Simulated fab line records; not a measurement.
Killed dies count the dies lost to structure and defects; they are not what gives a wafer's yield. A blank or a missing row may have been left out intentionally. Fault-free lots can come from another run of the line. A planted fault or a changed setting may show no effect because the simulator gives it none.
A struck lot beside a sound one -- flow nandHarc -- 27 steps out of a route of 1302
Sound: wafers L663.1, L663.3, L663.5. Struck: wafer L664.6 (L664.3, L664.4, from the same lot, were not struck and are left out); the cause is given at the end.
At each step with rows: each side's tool, then ch and its chambers, then its first start. Under that, the readings that differ: sound wafers -- struck wafers -- difference of the means -- sigmas: that difference in standard deviations of wafers without a fault.
alike: readings whose means differ by less than 2 such deviations, and words and numbers that are the same on both sides. not compared: withheld readings, readings that some wafer has no value for, bounds like >300 that may hide the same value, and numbers for which the record gives no deviation and whose values overlap.
Wherever a step has rows on one side only, a row that says differs or no value, or a row with sigmas, the two part there. When numbers do not overlap yet have no deviation, they are printed without sigmas and do not part them. A reading that every wafer of one side lacks parts them only if that side has two wafers or more.

NHARC_P_ZERO_WELL_INSPECT_43:
  struck on defectInspect-02, day 7 23:43; sound on defectInspect-02, day 7 14:11
reading,sound,struck,difference,sigmas
rawDefectCount,19 22 26,6,-16,-2
then, 11 steps without rows for these wafers: NHARC_P_STI_ETCH_26 (etches SiO2 in dHF, target depth 11 nm); NHARC_P_STI_PRECLEAN_27 (cleans in SC1); NHARC_P_STI_SRD_28; NHARC_P_STI_OXIDE_29 (material SiO2, target thk 10 nm, ox time 1362 s); NHARC_P_STI_HM_DEP_30 (deposits Si3N4, target thk 80 nm, time 873 s); NHARC_P_STI_DEHYDRATE_01 (time 120 s); NHARC_P_STI_HMDS_02 (time 30 s); NHARC_P_STI_COAT_41 (time 65 s); NHARC_P_STI_COAT_03 (resist thk 600 nm); NHARC_P_STI_SOFTBAKE_04 (time 70 s); NHARC_P_STI_EBR_05.
NHARC_P_STI_EXPOSE_06: exposes mask P STI, target cd 200 nm.
  sound on krfScanner-03 ch 0, day 8 05:16; struck on krfScanner-02 ch 0, day 8 16:39
  alike: mask
then, 2 steps without rows for these wafers: NHARC_P_STI_PEB_07 (peb time 80 s); NHARC_P_STI_DEVELOP_08 (time 50 s).
NHARC_P_STI_CD_MEAS_09: the cd target is 200 nm.
  sound on cdSem-03 ch 0, day 8 05:25; struck on cdSem-03 ch 0, day 8 16:48
reading,sound,struck,difference,sigmas
cdNm (nm),204.1 200.7 199.8,158.2,-43.3,-19
NHARC_P_STI_OVL_MEAS_10:
  struck on overlay-02, day 8 16:53; sound on overlay-02, day 8 05:30
  alike: overlayXNm, overlayYNm
NHARC_P_STI_INSPECT_11:
  struck on defectInspect-01, day 8 16:55; sound on defectInspect-02, day 8 05:32
  alike: rawDefectCount
then, 1 step without rows for these wafers: NHARC_P_STI_HARDBAKE_13 (time 65 s).
NHARC_P_STI_DESCUM_14: chemistry O2, time 3 s.
  sound on rieDiel-07 ch 1,2,3, day 8 05:41; struck on rieDiel-07 ch 1, day 8 17:04
reading,sound,struck,difference,sigmas
model.P_STI.cdNm (nm),203.3 200.2 199.2,158.5,-42.4,
  alike: drypumpMotorCurrentA, oesProductAu, rfVppV, showerheadPlenumPTorr, throttleValvePct
  not compared: rfHoursCounterH
NHARC_P_STI_ETCH_42: etches the open film in N2/H2, target depth 80 nm, overetch 24 nm, time 61 s.
  sound on rieDiel-07 ch 0,1,2, day 8 05:45; struck on rieDiel-07 ch 3, day 8 17:08
  alike: biasW, drypumpMotorCurrentA, oesProductAu, rfVppV, showerheadPlenumPTorr, throttleValvePct
  not compared: rfHoursCounterH
NHARC_P_STI_ETCH_31: etches the open film in CF4/CHF3, target depth 108.9 nm, time 54.5 s.
  sound: rieDiel-07 ch 0,1; struck: rieDiel-07 ch 3
  alike: biasW, drypumpMotorCurrentA, oesProductAu, rfVppV, showerheadPlenumPTorr, throttleValvePct
  not compared: rfHoursCounterH
NHARC_P_STI_ETCH_15: etches the open film in HBr/Cl2, target depth 300 nm, time 100.1 s.
  sound on rieSi-01 ch 0,1, day 8 05:57; struck on rieSi-01 ch 1, day 8 17:20
reading,sound,struck,difference,sigmas
model.P_STI.cdNm (nm),203.9 199.6 198.8,159.3,-41.5,
  alike: biasW, drypumpMotorCurrentA, heBacksideLeakSccm, oesProductAu, throttleValvePct
  not compared: rfHoursCounterH
NHARC_P_STI_CD_MEAS_16:
  struck on cdSem-02, day 8 17:29; sound on cdSem-01, day 8 06:07
reading,sound,struck,difference,sigmas
cdNm (nm),204.0 199.9 198.8,159.3,-41.6,-16
NHARC_P_STI_OCD_MEAS_17:
  struck on ocd-01, day 8 17:35; sound on ocd-02, day 8 06:12
reading,sound,struck,difference,sigmas
trenchFootCdNm (nm),162.4 158.7 158.3,115.6,-44.2,-18
then, 1 step without rows for these wafers: NHARC_P_STI_STRIP_19 (strips in SPM, time 900 s).
-- record jumps: 22 days between struck wafers' starts before vs after; left off in module P_STI, resumes in module END, first step shown is number 1302 of the route --
NHARC_END_SORT_01:
  sound on prober-01 ch 0, day 30 20:32; struck on prober-02 ch 0, day 30 16:56
reading,sound,struck,difference,sigmas
killedAtPeriphery,6 10 9,490,+482,+99 or more
killedDies,79 68 51,545,+479,+25
  alike: killedAtArray, killedAtOther, killedOpen, killedShort

## WHERE THEY PART
At NHARC_P_ZERO_WELL_INSPECT_43 first; at NHARC_END_SORT_01 last (within this record only).

WHY: whatever the simulator had introduced
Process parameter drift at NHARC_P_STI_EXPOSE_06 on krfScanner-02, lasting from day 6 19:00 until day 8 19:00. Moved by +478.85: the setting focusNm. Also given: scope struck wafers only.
